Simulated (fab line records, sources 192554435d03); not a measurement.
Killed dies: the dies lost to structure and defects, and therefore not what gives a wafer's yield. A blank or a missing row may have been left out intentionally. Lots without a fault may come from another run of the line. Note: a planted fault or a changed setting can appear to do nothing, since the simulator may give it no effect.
Comparing a struck lot with a sound one ; flow n5_finfet ; 44 steps out of a route of 1938
Sound: the wafers L201.1, L201.4. Struck: wafer L210.6 (left out: L210.1, a lot-mate that was not struck); the cause follows at the end.
Order at every step that has rows: each side's tool, ch and its chambers, its first start. Under that, the readings that differ: sound wafers ; struck wafers ; difference of the means ; sigmas: that difference in standard deviations of wafers without a fault.
alike: readings with means less than 2 such deviations apart, plus words and numbers identical on both sides. not compared: withheld readings, readings lacking a value on some wafer, bounds such as >300 that could conceal the same value, and numbers that have no deviation in the record and whose values overlap.
A row with sigmas, a row that says differs or no value, or rows on one side alone: a step with any of these is where the two part. Numbers that have no deviation but don't overlap get no sigmas and don't part them. A reading that every wafer of one side lacks parts them only if that side has two wafers or more.

first, 2 steps without rows for these wafers: N5_BEOL_M6_SPUTTER_48 (material Cu, target thk 10 nm, time 1.667 s); N5_BEOL_M6_ECD_50 (material Cu, target thk 300 nm).
N5_BEOL_M6_ANNEAL_51: time 90 s.
  sound on rtp_anneal-02 ch 0, day 11 11:00; struck on rtp_anneal-01 ch 0, day 14 02:48
  alike: anneal_temp_c, wafer_temp_C_max
then, 1 step without rows for these wafers: N5_BEOL_M6_CMP_52 (polishes, stops on SiCOH lowk, t overpolish 6.9 s, target thk 80 nm).
N5_BEOL_M6_THK_MEAS_53: measures by xrf.
  sound: film_metro-01 at day 11 11:35; struck: film_metro-01 at day 14 03:23
  alike: M6_THK
then, 1 step without rows for these wafers: N5_BEOL_M6_PRE_CLEAN_55 (time 15 s).
N5_BEOL_M6_DEP_56: deposits SiCN from 3MS/NH3, target thk 10 nm, time 17.5 s.
  sound on pecvd-01 ch 1,2, day 11 11:39; struck on pecvd-04 ch 1, day 14 03:27
reading;sound;struck;difference;sigmas
showerhead_plenum_p_Torr (Torr);3.686 3.663;3.645;-0.030;-2
  alike: throttle_valve_pct
N5_BEOL_M6_RS_MEAS_57: measures by four-point-probe.
  sound: film_metro-01 at day 11 11:43; struck: film_metro-02 at day 14 03:31
  alike: M6_RS
N5_BEOL_M6_INSPECT_58: inspects for defects (darkfield).
  sound: defect_inspect-02 at day 11 11:45; struck: defect_inspect-02 at day 14 03:32
reading;sound;struck;difference;sigmas
raw_defect_count;81 137;55;-54;-2
N5_BEOL_M7_ILD_DEP_00: deposits SiCOH lowk from DEMS/porogen, target thk 179.75 nm, time 33.4 s.
  sound on pecvd-02 ch 0,2, day 11 11:47; struck on pecvd-02 ch 0, day 14 03:35
  alike: heater_power_w, showerhead_plenum_p_Torr, throttle_valve_pct
then, 1 step without rows for these wafers: N5_BEOL_M7_CURE_74 (cures SiCOH lowk, time 240 s).
N5_BEOL_M7_THK_MEAS_01:
  sound: film_metro-02 at day 11 12:22; struck: film_metro-02 at day 14 04:10
  alike: M7_ILD_THK
N5_BEOL_M7_PECVD_70: deposits SiO2 from TEOS/O2, target thk 20 nm, time 22.7 s.
  sound on pecvd-04 ch 0,2, day 11 12:24; struck on pecvd-01 ch 1, day 14 04:11
reading;sound;struck;difference;sigmas
showerhead_plenum_p_Torr (Torr);8.71 8.78;8.85;+0.10;+2
model.SiO2_of_BEOL_M7_PECVD_70.thk_nm (nm);20 20.6;34.2;+13.9;
  alike: heater_power_w, throttle_valve_pct
then, 9 steps without rows for these wafers: N5_BEOL_M7_HM_DEP_02 (deposits TiN, target thk 20 nm); N5_BEOL_M7_COAT_59 (time 60 s, resist thk 100 nm); N5_BEOL_M7_COAT_60 (time 60 s, resist thk 35 nm); N5_BEOL_M7_COAT_05 (resist thk 90 nm); N5_BEOL_M7_EBR_07; N5_BEOL_M7_SOFTBAKE_06 (time 60 s); N5_BEOL_M7_EXPOSE_08 (exposes mask M7); N5_BEOL_M7_PEB_09 (peb time 60 s); N5_BEOL_M7_DEVELOP_10 (develop time 30 s).
N5_BEOL_M7_CD_MEAS_11: the cd target is 38.5 nm.
  sound on cd_sem-02 ch 0, day 11 13:13; struck on cd_sem-02 ch 0, day 14 06:49
  alike: cd_nm
N5_BEOL_M7_OVL_MEAS_12:
  sound on overlay-02 ch 0, day 11 13:15; struck on overlay-02 ch 0, day 14 06:51
  alike: M7_OVL
N5_BEOL_M7_INSPECT_13: inspects for defects (brightfield).
  sound: defect_inspect-02 at day 11 13:16; struck: defect_inspect-01 at day 14 06:53
  alike: raw_defect_count
then, 1 step without rows for these wafers: N5_BEOL_M7_DESCUM_16 (chemistry O2, time 7.9 s).
N5_BEOL_M7_ETCH_61: etches SiARC in CF4, target depth 45.5 nm, time 75.8 s.
  sound on rie_diel-05 ch 0,3, day 11 14:17; struck on rie_diel-05 ch 0, day 14 06:59
  alike: drypump_motor_current_A, etch_rf_on_time_s, oes_product_au, rf_vpp_V, showerhead_plenum_p_Torr, throttle_valve_pct
  not compared: rf_hours_counter_h
then, 2 steps without rows for these wafers: N5_BEOL_M7_ETCH_62 (etches SOC in N2/H2, target depth 110 nm, overetch 22 nm, time 165 s); N5_BEOL_M7_STRIP_68 (strips in N2/H2).
N5_BEOL_M7_STRIP_67: strips in CF4.
  sound on rie_diel-05 ch 0,3, day 11 14:29; struck on rie_diel-05 ch 0, day 14 07:11
  alike: drypump_motor_current_A, oes_product_au, rf_vpp_V, showerhead_plenum_p_Torr, throttle_valve_pct
  not compared: rf_hours_counter_h
then, 2 steps without rows for these wafers: N5_BEOL_M7_HM_OPEN_17 (chemistry Cl2/BCl3, target TiN, target depth 20 nm, overetch 6 nm); N5_BEOL_M7_STRIP_19 (strips in O2).
N5_BEOL_M7_CD_MEAS_18: pitch 80 nm, target cd 40 nm.
  sound: cd_sem-03 at day 11 14:45; struck: cd_sem-02 at day 14 07:24
  alike: cd_nm
then, 9 steps without rows for these wafers: N5_BEOL_M7_COAT_63 (time 60 s, resist thk 60 nm); N5_BEOL_M7_COAT_64 (time 60 s, resist thk 12 nm); N5_BEOL_M7_COAT_71 (time 60 s, resist thk 5 nm); N5_BEOL_M7_COAT_22 (resist thk 30 nm); N5_BEOL_M7_EBR_24; N5_BEOL_M7_SOFTBAKE_23 (time 60 s); N5_BEOL_M7_EXPOSE_25 (exposes mask V6, target cd 40 nm); N5_BEOL_M7_PEB_26 (peb time 60 s); N5_BEOL_M7_DEVELOP_27 (develop time 30 s).
N5_BEOL_M7_HM_STRIP_39: strips TiN in peroxide tin strip, target depth 25 nm, time 158 s.
  sound on wet_bench-02 ch 2,3, day 11 16:14; struck on wet_bench-03 ch 2, day 14 08:28
reading;sound;struck;difference;sigmas
model.SiO2_of_BEOL_M7_PECVD_70.thk_nm (nm);19.8 20.4;34;+14;
N5_BEOL_M7_CMP_52: polishes, stops on SiCOH lowk, t overpolish 6.9 s, target thk 80 nm.
  sound on cmp-01 ch 0,1, day 11 19:28; struck on cmp-02 ch 2, day 14 12:11
reading;sound;struck;difference;sigmas
barrier_field_endpoint_s (s);29.2 29.7;45.1;+15.7;+20
overpolish_run_s (s);6.900 6.914;1.935;-4.972;-99 or more
  alike: clearing_platen_down_force_psi, motor_current_A, retaining_ring_pressure_frac

WHERE THEY PART
Earliest at N5_BEOL_M6_DEP_56; latest, in this record, at N5_BEOL_M7_CMP_52.

WHY: the cause the simulator had injected
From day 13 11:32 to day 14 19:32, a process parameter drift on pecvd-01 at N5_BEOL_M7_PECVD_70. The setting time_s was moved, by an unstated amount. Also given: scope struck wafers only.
